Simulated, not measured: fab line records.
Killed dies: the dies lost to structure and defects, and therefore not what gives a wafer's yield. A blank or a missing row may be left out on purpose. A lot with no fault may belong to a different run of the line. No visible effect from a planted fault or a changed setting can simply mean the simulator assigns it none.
The tool behind it: which one?    flow nand harc    11 lots with 33 wafers sampled at 4 steps, on a route of 1302 steps

WHAT THE GAUGES SHOWED, per wafer
No reading from a measuring or inspecting step in the record can be judged against a usual standard deviation.

EACH LOT AND THE TOOL THAT RAN IT (in order: tool; ch and the chambers of the sampled wafers; start)
lot   NHARC_A_CHANNEL_HOLE_D1_ETCH_16                NHARC_A_CHANNEL_HOLE_D1_ETCH_21   NHARC_A_CHANNEL_HOLE_D1_ETCH_22   NHARC_A_CHANNEL_FILL_D1_ALD_15
L327  rie diel-11 ch 1,2,3, day 8 09:03 or earlier   har etch-02 ch 0, day 8 09:03     har etch-02 ch 0, day 8 09:31     ald sin batch-02 ch 0, day 9 03:00
L328  rie diel-11 ch 0,1, day 8 19:30 or earlier     har etch-02 ch 0,1, day 8 19:30   har etch-02 ch 0,1, day 8 19:57   ald sin batch-01 ch 0, day 9 11:10
L332  rie diel-11 ch 0,3, day 10 09:27 or earlier    har etch-01 ch 0,1, day 10 09:27  har etch-01 ch 0,1, day 10 09:56  ald sin batch-02 ch 0, day 11 00:56
L334  rie diel-11 ch 0,2,3, day 11 16:13 or earlier  har etch-01 ch 0,1, day 11 16:13  har etch-01 ch 0,1, day 11 16:40  ald sin batch-03 ch 0, day 12 08:49
L336  rie diel-11 ch 0,2, day 12 20:04 or earlier    har etch-01 ch 0,1, day 12 20:04  har etch-01 ch 0,1, day 12 20:29  ald sin batch-02 ch 0, day 13 11:46
L340  rie diel-01 ch 0,1,3, day 14 13:47 or earlier  har etch-02 ch 0,1, day 14 13:47  har etch-02 ch 0,1, day 14 14:13  ald sin batch-02 ch 0, day 15 05:23
L343  rie diel-01 ch 2,3, day 15 11:04 or earlier    har etch-01 ch 0,1, day 15 11:04  har etch-01 ch 0,1, day 15 11:32  ald sin batch-02 ch 0, day 16 02:59
L344  rie diel-11 ch 0,1, day 15 14:01 or earlier    har etch-02 ch 0,1, day 15 14:01  har etch-02 ch 0,1, day 15 14:28  ald sin batch-02 ch 0, day 16 02:59
L345  rie diel-11 ch 1,2,3, day 16 00:11 or earlier  har etch-01 ch 0,1, day 16 00:11  har etch-01 ch 0,1, day 16 00:37  ald sin batch-01 ch 0, day 16 16:04
L346  rie diel-11 ch 0,2,3, day 16 11:06 or earlier  har etch-02 ch 0,1, day 16 11:06  har etch-02 ch 0,1, day 16 11:35  ald sin batch-01 ch 0, day 17 03:14
L348  rie diel-01 ch 1,2,3, day 17 11:35 or earlier  har etch-01 ch 0,1, day 17 11:35  har etch-01 ch 0,1, day 17 12:02  ald sin batch-01 ch 0, day 18 03:47
- NHARC_A_CHANNEL_HOLE_D1_ETCH_16: etches the open film in O2/COS, target depth 3100 nm, time 806 s.
- NHARC_A_CHANNEL_HOLE_D1_ETCH_21: etches the open film in C4F8/O2/Ar, time 514.3 s, target depth 1600 nm.
- NHARC_A_CHANNEL_HOLE_D1_ETCH_22: etches the open film in C4F8/O2/Ar, time 666.7 s, target depth 1600 nm.
- NHARC_A_CHANNEL_FILL_D1_ALD_15: deposits SiNx, target thk 2 nm, pulse time 60 s, ald cycles 19.

AS READ BY THE TOOLS THEMSELVES (means over the sampled wafers that have a number; for cases with no such wafer, the mark the record gives instead)
NHARC_A_CHANNEL_HOLE_D1_ETCH_16. Usual: drypump motor current A 5.6 A, standard deviation 0.56; o2 flow sccm 400.1 sccm, standard deviation 1.2; oes product au 1.003 a.u., standard deviation 0.011; rf fwd power W 499.7 W, standard deviation 1.4; rf vpp V 313.5 V, standard deviation 1.6; showerhead plenum p Torr 3.08 Torr, standard deviation 0.093; throttle valve pct 28.331 %, standard deviation 0.0092.
lot   tool         drypump motor current A (A)  o2 flow sccm (sccm)  oes product au (a.u.)  rf fwd power W (W)  rf vpp V (V)  showerhead plenum p Torr (Torr)  throttle valve pct (%)  flag
L327  rie diel-11  5.6                          400.4                1.004                  499.0               313.0         3.05                             28.331                  
L328  rie diel-11  5.4                          400.5                1.003                  500.6               314.1         3.11                             28.333                  
L332  rie diel-11  5.7                          399.8                1.008                  498.5               314.2         3.14                             28.337                  
L334  rie diel-11  5.5                          400.9                1.013                  500.2               313.4         3.13                             28.323                  
L336  rie diel-11  5.2                          399.3                1.010                  500.4               314.7         3.17                             28.330                  
L340  rie diel-01  5.9                          399.6                0.999                  499.9               312.4         3.04                             28.336                  
L343  rie diel-01  5.6                          400.1                1.005                  498.4               314.2         3.07                             28.331                  
L344  rie diel-11  5.5                          400.0                1.015                  500.0               312.5         3.02                             28.336                  
L345  rie diel-11  5.6                          400.2                0.995                  500.5               313.2         3.04                             28.333                  
L346  rie diel-11  5.5                          399.6                1.004                  499.7               313.8         3.13                             28.331                  
L348  rie diel-01  5.9                          399.8                1.000                  499.7               314.1         3.06                             28.336                  

NHARC_A_CHANNEL_HOLE_D1_ETCH_21. Usual: drypump motor current A 5.7 A, standard deviation 0.51; o2 flow sccm 35.72 sccm, standard deviation 0.091; showerhead plenum p Torr 3.65 Torr, standard deviation 0.11; temp c -19.99 C, standard deviation 0.1; throttle valve pct 32.154 %, standard deviation 0.0094.
lot   tool         drypump motor current A (A)  o2 flow sccm (sccm)  showerhead plenum p Torr (Torr)  temp c (C)  throttle valve pct (%)  flag
L327  har etch-02  5.7                          35.59                3.77                             -19.88      32.160                  
L328  har etch-02  5.6                          35.66                3.77                             -19.93      32.160                  
L332  har etch-01  6.0                          35.74                3.65                             -19.97      32.153                  
L334  har etch-01  6.1                          35.75                3.64                             -20.02      32.158                  
L336  har etch-01  5.6                          35.69                3.57                             -19.93      32.152                  
L340  har etch-02  5.5                          35.67                3.72                             -20.00      32.158                  
L343  har etch-01  5.7                          35.74                3.55                             -19.84      32.158                  
L344  har etch-02  5.3                          35.77                3.72                             -20.08      32.154                  
L345  har etch-01  6.0                          35.78                3.61                             -19.97      32.157                  
L346  har etch-02  5.3                          35.64                3.71                             -19.98      32.156                  
L348  har etch-01  5.7                          35.70                3.54                             -19.99      32.145                  

NHARC_A_CHANNEL_HOLE_D1_ETCH_22. Usual: drypump motor current A 5.7 A, standard deviation 0.51; o2 flow sccm 35.68 sccm, standard deviation 0.1; showerhead plenum p Torr 3.65 Torr, standard deviation 0.11; temp c -20.00 C, standard deviation 0.11; throttle valve pct 32.156 %, standard deviation 0.009.
lot   tool         drypump motor current A (A)  o2 flow sccm (sccm)  showerhead plenum p Torr (Torr)  temp c (C)  throttle valve pct (%)  flag
L327  har etch-02  5.7                          35.73                3.77                             -19.96      32.153                  
L328  har etch-02  5.6                          35.55                3.77                             -20.01      32.149                  
L332  har etch-01  6.0                          35.55                3.65                             -19.89      32.159                  
L334  har etch-01  6.1                          35.66                3.64                             -20.09      32.162                  
L336  har etch-01  5.7                          35.68                3.57                             -20.01      32.157                  
L340  har etch-02  5.5                          35.59                3.72                             -20.10      32.155                  
L343  har etch-01  5.7                          35.60                3.55                             -19.83      32.172                  
L344  har etch-02  5.4                          35.75                3.72                             -20.01      32.151                  
L345  har etch-01  6.0                          35.67                3.61                             -19.96      32.155                  
L346  har etch-02  5.3                          35.71                3.71                             -19.92      32.155                  
L348  har etch-01  5.7                          35.73                3.54                             -19.90      32.153                  

NHARC_A_CHANNEL_FILL_D1_ALD_15. Usual: precursor pulse height rel reads 1.000 (standard deviation 0.02).
lot   tool              precursor pulse height rel  flag
L327  ald sin batch-02  1.006                       
L328  ald sin batch-01  1.019                       
L332  ald sin batch-02  1.001                       
L334  ald sin batch-03  0.998                       
L336  ald sin batch-02  0.987                       
L340  ald sin batch-02  1.004                       
L343  ald sin batch-02  1.011                       
L344  ald sin batch-02  1.000                       
L345  ald sin batch-01  0.980                       
L346  ald sin batch-01  1.007                       
L348  ald sin batch-01  1.001                       

THE ANSWER, worked out from the rows above alone
Rule: take the mean of a lot's wafers that have a number; if it is more than 3 standard deviations from the usual mean, the lot is off. Also off: a lot with no number at a reading for which 4 or more lots have one. Any other lot the step has rows for is counted as sound. The gauges are gone through in route order, then the tools' own readings, and for those a lot's mean is taken as printed above. At the first step where some lot is off, the reading lying furthest off is the one used; lots without a number count as furthest.
Across all readings shown, no lot is off: no conclusion can be drawn from this.

WHAT HAD BEEN PUT IN BY THE SIMULATOR
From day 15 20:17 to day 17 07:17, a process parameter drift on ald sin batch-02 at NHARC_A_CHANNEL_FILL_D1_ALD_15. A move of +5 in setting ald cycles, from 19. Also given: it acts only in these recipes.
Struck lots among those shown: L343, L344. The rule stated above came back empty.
